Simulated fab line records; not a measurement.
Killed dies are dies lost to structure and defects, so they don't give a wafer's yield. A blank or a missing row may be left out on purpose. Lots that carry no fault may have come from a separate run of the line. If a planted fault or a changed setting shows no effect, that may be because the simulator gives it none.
Which tool did it? | flow nand harc | 14 lots, 41 wafers sampled, at 4 steps of a route of 1302

## WHAT THE GAUGES SHOWED, per wafer
The record lacks any reading of a measuring or inspecting step that a usual standard deviation could be used to judge.

## EACH LOT AND THE TOOL THAT RAN IT (in order: tool; ch and the chambers of the sampled wafers; start)
lot  | NHARC_A_WL_FILL_ETCHBACK_04       | NHARC_A_WL_FILL_ETCHBACK_05       | NHARC_A_WL_FILL_STRIP_27             | NHARC_A_WL_FILL_ALD_19
L710 | rie metal-01 ch 0,1, day 20 19:06 | rie metal-01 ch 0,1, day 20 19:22 | plasma asher-02 ch 0,1, day 20 19:31 | ald metal-03 ch 0,1,2, day 21 10:40
L712 | rie metal-02 ch 0,1, day 20 19:10 | rie metal-02 ch 1, day 20 19:23   | plasma asher-01 ch 0,1, day 20 19:30 | ald metal-01 ch 2,3, day 21 10:40
L715 | rie metal-01 ch 0,1, day 22 03:18 | rie metal-01 ch 0,1, day 22 03:30 | plasma asher-01 ch 0,1, day 22 03:40 | ald metal-03 ch 0,2, day 22 23:21
L713 | rie metal-02 ch 0,1, day 22 03:34 | rie metal-02 ch 0,1, day 22 03:47 | plasma asher-01 ch 0,1, day 22 03:55 | ald metal-02 ch 0,1,2, day 22 23:22
L714 | rie metal-01 ch 0, day 22 10:21   | rie metal-01 ch 0,1, day 22 10:40 | plasma asher-02 ch 0,1, day 22 10:50 | ald metal-02 ch 1,2,3, day 23 02:35
L716 | rie metal-03 ch 0,1, day 23 00:44 | rie metal-03 ch 0,1, day 23 00:58 | plasma asher-01 ch 0,1, day 23 01:07 | ald metal-02 ch 0,1, day 23 16:52
L718 | rie metal-01 ch 0,1, day 24 02:53 | rie metal-01 ch 0,1, day 24 03:08 | plasma asher-01 ch 0,1, day 24 03:16 | ald metal-02 ch 2,3, day 24 19:00
L727 | rie metal-03 ch 0, day 27 13:26   | rie metal-03 ch 0, day 27 13:53   | plasma asher-01 ch 0,1, day 27 14:07 | ald metal-03 ch 2,3, day 28 05:19
L726 | rie metal-02 ch 0,1, day 27 17:43 | rie metal-02 ch 0,1, day 27 17:55 | plasma asher-02 ch 0,1, day 27 18:07 | ald metal-02 ch 0,3, day 28 09:41
L728 | rie metal-03 ch 0, day 27 18:01   | rie metal-03 ch 0, day 27 18:25   | plasma asher-02 ch 1, day 27 18:36   | ald metal-03 ch 0,1,2, day 28 09:43
L729 | rie metal-01 ch 0,1, day 28 06:02 | rie metal-01 ch 0,1, day 28 06:14 | plasma asher-01 ch 0,1, day 28 06:23 | ald metal-03 ch 2,3, day 28 22:03
L733 | rie metal-02 ch 0,1, day 29 13:00 | rie metal-02 ch 0,1, day 29 13:13 | plasma asher-01 ch 0,1, day 29 13:22 | ald metal-02 ch 0,2,3, day 30 05:09
L731 | rie metal-03 ch 0,1, day 29 17:48 | rie metal-03 ch 0,1, day 29 18:01 | plasma asher-02 ch 0,1, day 29 18:09 | ald metal-02 ch 0,3, day 30 09:22
L732 | rie metal-01 ch 0,1, day 29 21:33 | rie metal-01 ch 0,1, day 29 21:47 | plasma asher-01 ch 0,1, day 29 21:56 | ald metal-03 ch 0,2, day 30 13:10
- NHARC_A_WL_FILL_ETCHBACK_04: etches the open film in NF3, target depth 60 nm, time 120 s.
- NHARC_A_WL_FILL_ETCHBACK_05: etches the open film in Cl2/BCl3, target depth 22 nm, time 60 s.
- NHARC_A_WL_FILL_STRIP_27: strips in N2/H2, time 20 s.
- NHARC_A_WL_FILL_ALD_19: deposits TiN, target thk 2 nm, pulse time 3 s, ald cycles 100.

## AS READ BY THE TOOLS THEMSELVES (means over the sampled wafers that have a number; for cases with no such wafer, the mark the record gives instead)
NHARC_A_WL_FILL_ETCHBACK_04.
lot  | tool         | drypump motor current A (A) | oes product au (a.u.)
L710 | rie metal-01 | 5.6                         | 1.012
L712 | rie metal-02 | 5.8                         | 0.990
L715 | rie metal-01 | 5.6                         | 1.012
L713 | rie metal-02 | 5.8                         | 0.983
L714 | rie metal-01 | 4.9                         | 1.017
L716 | rie metal-03 | 5.3                         | 1.002
L718 | rie metal-01 | 5.5                         | 1.009
L727 | rie metal-03 | 5.2                         | 1.002
L726 | rie metal-02 | 5.8                         | 1.005
L728 | rie metal-03 | 5.2                         | 1.010
L729 | rie metal-01 | 5.6                         | 1.006
L733 | rie metal-02 | 5.8                         | 1.004
L731 | rie metal-03 | 5.3                         | 0.999
L732 | rie metal-01 | 5.3                         | 0.999

NHARC_A_WL_FILL_ETCHBACK_05.
lot  | tool         | drypump motor current A (A) | oes product au (a.u.) | temp c (C)
L710 | rie metal-01 | 5.3                         | 1.001                 | 39.93
L712 | rie metal-02 | 5.9                         | 1.006                 | 40.17
L715 | rie metal-01 | 5.6                         | 1.019                 | 40.00
L713 | rie metal-02 | 5.9                         | 0.983                 | 40.06
L714 | rie metal-01 | 5.6                         | 1.025                 | 40.10
L716 | rie metal-03 | 5.3                         | 1.006                 | 39.94
L718 | rie metal-01 | 5.5                         | 1.025                 | 40.14
L727 | rie metal-03 | 5.2                         | 1.001                 | 39.98
L726 | rie metal-02 | 5.9                         | 1.015                 | 39.90
L728 | rie metal-03 | 5.2                         | 1.003                 | 40.03
L729 | rie metal-01 | 5.6                         | 1.004                 | 40.01
L733 | rie metal-02 | 5.9                         | 0.998                 | 39.90
L731 | rie metal-03 | 5.3                         | 0.997                 | 40.02
L732 | rie metal-01 | 5.6                         | 0.997                 | 39.88

NHARC_A_WL_FILL_STRIP_27.
lot  | tool            | drypump motor current A (A) | heater power w (W) | temp c (C)
L710 | plasma asher-02 | 5.73                        | 328                | 249.87
L712 | plasma asher-01 | 5.56                        | 311                | 250.03
L715 | plasma asher-01 | 5.47                        | 308                | 250.06
L713 | plasma asher-01 | 5.43                        | 310                | 249.94
L714 | plasma asher-02 | 5.70                        | 329                | 250.07
L716 | plasma asher-01 | 5.56                        | 294                | 249.96
L718 | plasma asher-01 | 5.51                        | 302                | 249.96
L727 | plasma asher-01 | 5.55                        | 299                | 250.00
L726 | plasma asher-02 | 5.74                        | 315                | 249.85
L728 | plasma asher-02 | 5.67                        | 284                | 249.96
L729 | plasma asher-01 | 5.58                        | 298                | 250.08
L733 | plasma asher-01 | 5.57                        | 293                | 250.14
L731 | plasma asher-02 | 5.71                        | 297                | 249.99
L732 | plasma asher-01 | 5.60                        | 299                | 250.09

NHARC_A_WL_FILL_ALD_19.
lot  | tool         | heater power w (W) | precursor pulse height rel
L710 | ald metal-03 | 1025               | 1.013
L712 | ald metal-01 | 1234               | 1.006
L715 | ald metal-03 | 1127               | 0.983
L713 | ald metal-02 | 1190               | 0.998
L714 | ald metal-02 | 1159               | 0.988
L716 | ald metal-02 | 1124               | 1.003
L718 | ald metal-02 | 1148               | 1.000
L727 | ald metal-03 | 1073               | 1.021
L726 | ald metal-02 | 1022               | 0.998
L728 | ald metal-03 | 1064               | 1.005
L729 | ald metal-03 | 1150               | 0.988
L733 | ald metal-02 | 1141               | 0.996
L731 | ald metal-02 | 1042               | 1.012
L732 | ald metal-03 | 1074               | 0.987

## THE ANSWER, worked out from the rows above alone
Rule: usual is defined by the lots themselves. Put in order of their means at a reading, lots are off if they are a third of the lots or fewer, leave a main group of 4 or more, and stand apart from it by a gap of 3 or more times the standard deviation of the main group's means; of several such gaps the widest counts. If all means in a main group match to the digits the tables above print for the reading, that group is not used. Also off: a lot with no number at a reading for which 4 or more lots have one. Any other lot the step has rows for is counted as sound. First the gauges in route order, then the tools' own readings, where a lot's mean is used as printed above. At the first step where some lot is off, the reading lying furthest off is the one used; lots without a number count as furthest.
Across all readings shown, no lot is off: no conclusion can be drawn from this.

## WHAT THE SIMULATOR HAD PUT IN
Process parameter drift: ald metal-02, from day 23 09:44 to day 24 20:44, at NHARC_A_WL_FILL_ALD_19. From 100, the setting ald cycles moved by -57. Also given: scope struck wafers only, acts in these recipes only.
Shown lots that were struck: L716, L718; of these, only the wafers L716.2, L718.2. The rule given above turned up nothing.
